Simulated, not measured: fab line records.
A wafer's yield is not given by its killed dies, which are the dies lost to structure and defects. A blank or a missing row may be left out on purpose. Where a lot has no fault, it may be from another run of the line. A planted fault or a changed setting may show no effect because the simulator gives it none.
The tool behind it: which one? ; flow n5Finfet ; 32 wafers from 11 lots sampled at 5 of the route's 1938 steps

WHAT EACH GAUGE READ, for each wafer
N5_BEOL_M1_CD_MEAS_18: pitch 36 nm, target cd 18 nm. Usual: cdNm 18.0 nm, standard deviation 0.32.
lot;measured;on;cdNm (nm);flag
L388;day 7 00:41;cdSem-01;18.5 17.8 18.4;
L390;day 7 10:29;cdSem-01;18.1 18.1 17.6;
L392;day 7 22:16;cdSem-01;17.7 18.0 18.5;
L394;day 8 13:45;cdSem-03;18.5 17.7 17.9;
L395;day 8 19:38;cdSem-01;17.7 17.7;
L396;day 9 01:40;cdSem-02;17.6 17.8 17.8;
L397;day 9 06:14;cdSem-02;17.7 17.7 17.5;
L399;day 9 18:02;cdSem-02;18.0 18.0 18.0;
L400;day 9 22:30;cdSem-01;18.4 18.0 18.5;
L407;day 11 16:15;cdSem-03;17.9 18.1 18.5;
L408;day 11 20:45;cdSem-01;17.8 17.8 18.1;

N5_BEOL_M1_OVL_MEAS_29. Usual: V0_OVL 0.3 nm, standard deviation 0.71.
lot;measured;on;V0_OVL (nm);flag
L388;day 7 01:04;overlay-01;-0.4 0.6 -0.2;
L390;day 7 10:58;overlay-01;0.6 0.7 1.1;
L392;day 7 22:37;overlay-02;1.1 0.0 1.0;
L394;day 8 14:06;overlay-01;0.6 0.7 1.0;
L395;day 8 20:07;overlay-01;0.1 0.1;
L396;day 9 02:03;overlay-02;0.4 -0.2 2.2;
L397;day 9 06:44;overlay-02;-0.2 0.2 1.0;
L399;day 9 18:24;overlay-02;-0.3 0.3 0.1;
L400;day 9 22:59;overlay-02;0.9 1.0 0.0;
L407;day 11 16:36;overlay-01;-0.4 -0.3 -0.5;
L408;day 11 21:07;overlay-02;-1.0 0.6 -0.4;

N5_BEOL_M4_RC_MEAS_101. Usual: DIBL_N 36.3 mV/V, standard deviation 1.6; DIBL_P 36.4 mV/V, standard deviation 2.1; IOFF_N 0.16 nA/um, standard deviation 0.032; IOFF_P 0.22 nA/um, standard deviation 0.044; ION_N 675 uA/um, standard deviation 12; ION_P 463 uA/um, standard deviation 8.3; SS_N 71.6 mV/dec, standard deviation 0.64; SS_P 73.3 mV/dec, standard deviation 0.67; VT_N 250 mV, standard deviation 3.3; VT_P -250 mV, standard deviation 3.7.
lot;measured;on;DIBL_N (mV/V);DIBL_P (mV/V);IOFF_N (nA/um);IOFF_P (nA/um);ION_N (uA/um);ION_P (uA/um);SS_N (mV/dec);SS_P (mV/dec);VT_N (mV);VT_P (mV);flag
L388;day 10 10:26;prober-02;38.8 35.0 36.4;38.2 33.1 35.1;0.18 0.12 0.15;0.23 0.16 0.20;684 666 686;466 455 464;71.7 70.6 71.9;73.9 73.1 73.5;252 256 251;-247 -255 -251;
L390;day 10 16:30;prober-02;36.3 35.1 37.4;35.5 33.6 36.4;0.15 0.13 0.18;0.19 0.17 0.21;674 667 694;463 462 471;70.6 70.5 71.2;73.7 73.0 72.5;251 250 246;-251 -252 -254;
L392;day 11 12:28;prober-01;36.8 36.9 37.2;38.9 38.7 40.1;0.19 0.19 0.20;0.26 0.26 0.29;690 682 697;472 471 486;71.3 71.8 71.9;74.1 73.6 74.9;249 249 247;-248 -248 -245;
L394;day 11 17:00;prober-02;35.4 37.9 36.7;35.7 38.7 37.3;0.15 0.21 0.18;0.18 0.23 0.20;665 697 674;457 468 454;71.2 71.7 71.2;72.8 74.1 73.0;251 246 249;-254 -250 -251;
L395;day 12 20:27;prober-01;37.5 38.0;36.6 38.8;0.17 0.20;0.23 0.28;674 689;463 475;71.9 71.8;73.4 73.5;247 246;-249 -247;
L396;day 12 23:00;prober-02;33.7 38.6 35.6;32.9 38.7 35.8;0.13 0.22 0.17;0.20 0.29 0.26;674 694 696;469 472 479;71.2 72.7 71.5;71.8 74.4 73.3;250 243 249;-247 -245 -244;
L397;day 12 15:33;prober-01;37.1 36.7 35.6;37.6 35.7 34.2;0.17 0.15 0.13;0.23 0.19 0.18;692 681 670;464 456 453;72.2 71.4 71.1;73.9 72.4 72.9;248 250 251;-250 -252 -253;
L399;day 13 12:34;prober-02;35.9 38.0 36.0;34.6 38.2 35.5;0.14 0.19 0.15;0.19 0.24 0.20;661 675 661;454 463 457;72.3 71.3 71.9;73.2 73.5 73.4;251 246 251;-250 -249 -250;
L400;day 13 18:07;prober-02;34.7 33.1 35.3;35.1 33.9 35.8;0.14 0.11 0.15;0.20 0.18 0.20;663 651 668;458 457 462;71.4 71.3 71.0;73.7 73.1 74.1;253 257 251;-253 -252 -251;
L407;day 15 18:29;prober-02;35.4 34.7 40.7;36.1 35.6 41.8;0.13 0.13 0.24;0.16 0.16 0.26;665 662 697;456 456 463;71.8 71.1 73.0;72.6 73.2 74.2;254 252 245;-253 -256 -247;
L408;day 16 21:25;prober-01;35.7 37.1 35.8;34.9 36.6 35.0;0.15 0.17 0.15;0.21 0.23 0.21;665 670 680;459 462 463;71.9 72.6 72.4;72.9 73.0 72.9;250 248 253;-250 -248 -251;

EACH LOT AND THE TOOL THAT RAN IT (in order: tool; ch and the chambers of the sampled wafers; start)
lot;N5_BEOL_M1_ILD_DEP_00;N5_BEOL_M1_COAT_67
L388;pecvd-04 ch 0,1, day 6 23:02;lithoTrack-01 ch 0, day 7 00:43
L390;pecvd-02 ch 1,2, day 7 08:58;lithoTrack-01 ch 0, day 7 10:31
L392;pecvd-02 ch 1,2, day 7 20:49;lithoTrack-05 ch 0, day 7 22:17
L394;pecvd-03 ch 1,2, day 8 09:22;lithoTrack-05 ch 0, day 8 13:47
L395;pecvd-03 ch 0,1, day 8 16:29;lithoTrack-03 ch 0, day 8 19:41
L396;pecvd-02 ch 0,1, day 8 23:11;lithoTrack-03 ch 0, day 9 01:42
L397;pecvd-04 ch 0,1, day 9 03:28;lithoTrack-01 ch 0, day 9 06:16
L399;pecvd-04 ch 1,2, day 9 16:11;lithoTrack-03 ch 0, day 9 18:04
L400;pecvd-02 ch 0,1,2, day 9 20:42;lithoTrack-03 ch 0, day 9 22:32
L407;pecvd-04 ch 0,1,2, day 11 13:02;lithoTrack-05 ch 0, day 11 16:17
L408;pecvd-03 ch 0,1, day 11 18:17;lithoTrack-05 ch 0, day 11 20:47
- N5_BEOL_M1_ILD_DEP_00: deposits SiOC from DEMS/O2, target thk 79 nm, time 15.3 s.
- N5_BEOL_M1_COAT_67: time 60 s, resist thk 60 nm.

WHAT THE TOOLS THEMSELVES READ (means of the sampled wafers that have a number; where no wafer has one, the mark that the record gives instead)
N5_BEOL_M1_ILD_DEP_00. Usual: heaterPowerW 498 W, standard deviation 66; showerheadPlenumPTorr 5.695 Torr, standard deviation 0.019; throttleValvePct 11.9 %, standard deviation 0.55.
lot;tool;heaterPowerW (W);showerheadPlenumPTorr (Torr);throttleValvePct (%);flag
L388;pecvd-04;422;5.695;12.0;
L390;pecvd-02;551;5.672;12.1;
L392;pecvd-02;547;5.682;12.0;
L394;pecvd-03;490;5.698;11.0;
L395;pecvd-03;432;5.684;12.2;
L396;pecvd-02;572;5.703;12.3;
L397;pecvd-04;437;5.699;12.0;
L399;pecvd-04;490;5.694;11.3;
L400;pecvd-02;573;5.692;12.2;
L407;pecvd-04;439;5.700;11.7;
L408;pecvd-03;490;5.689;12.4;

N5_BEOL_M1_COAT_67. Usual: heaterPowerTotalW 500.3 W, standard deviation 1.7; spinSpeedRpm 1500.0 rpm, standard deviation 0.96.
lot;tool;heaterPowerTotalW (W);spinSpeedRpm (rpm);flag
L388;lithoTrack-01;500.8;1500.3;
L390;lithoTrack-01;500.5;1499.9;
L392;lithoTrack-05;499.3;1500.2;
L394;lithoTrack-05;500.6;1500.0;
L395;lithoTrack-03;501.5;1500.2;
L396;lithoTrack-03;499.7;1500.1;
L397;lithoTrack-01;498.8;1499.4;
L399;lithoTrack-03;500.0;1440.3;OFF
L400;lithoTrack-03;500.0;1441.2;OFF
L407;lithoTrack-05;501.2;1500.2;
L408;lithoTrack-05;500.8;1499.2;

THE ANSWER, worked out from the rows above alone
Rule: a lot is off if the mean of its wafers that have a number lies more than 3 standard deviations from the usual mean. A lot without any number at a reading at which 4 lots or more have one is off too. Any other lot the step has rows for is counted as sound. The gauges are gone through in route order, then the tools' own readings, and for those a lot's mean is taken as printed above. At the first step where some lot is off, the reading lying furthest off is the one used; lots without a number count as furthest.
Off at N5_BEOL_M1_COAT_67 (spinSpeedRpm): L399, L400.
A tool fits if, at that step or a process step before it, it ran every lot that is off, and no sound lot after the first of them. One fits: N5_BEOL_M1_COAT_67 on lithoTrack-03. Its last sound lot is L396 (day 9 01:42), its first lot that is off L399 (day 9 18:04): a fault that began between those two fits.
The tool's own readings at N5_BEOL_M1_COAT_67 bear it out: on the lots that are off they differ by more than 5 times the standard deviation of the sound lots' means. spinSpeedRpm reads 1440.8 rpm there against 1499.9 rpm on the sound lots.

WHAT THE SIMULATOR HAD PUT IN
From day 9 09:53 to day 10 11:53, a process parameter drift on lithoTrack-03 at N5_BEOL_M1_COAT_67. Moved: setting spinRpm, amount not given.
Shown lots that were struck: L399, L400. The rule above reached the same finding.
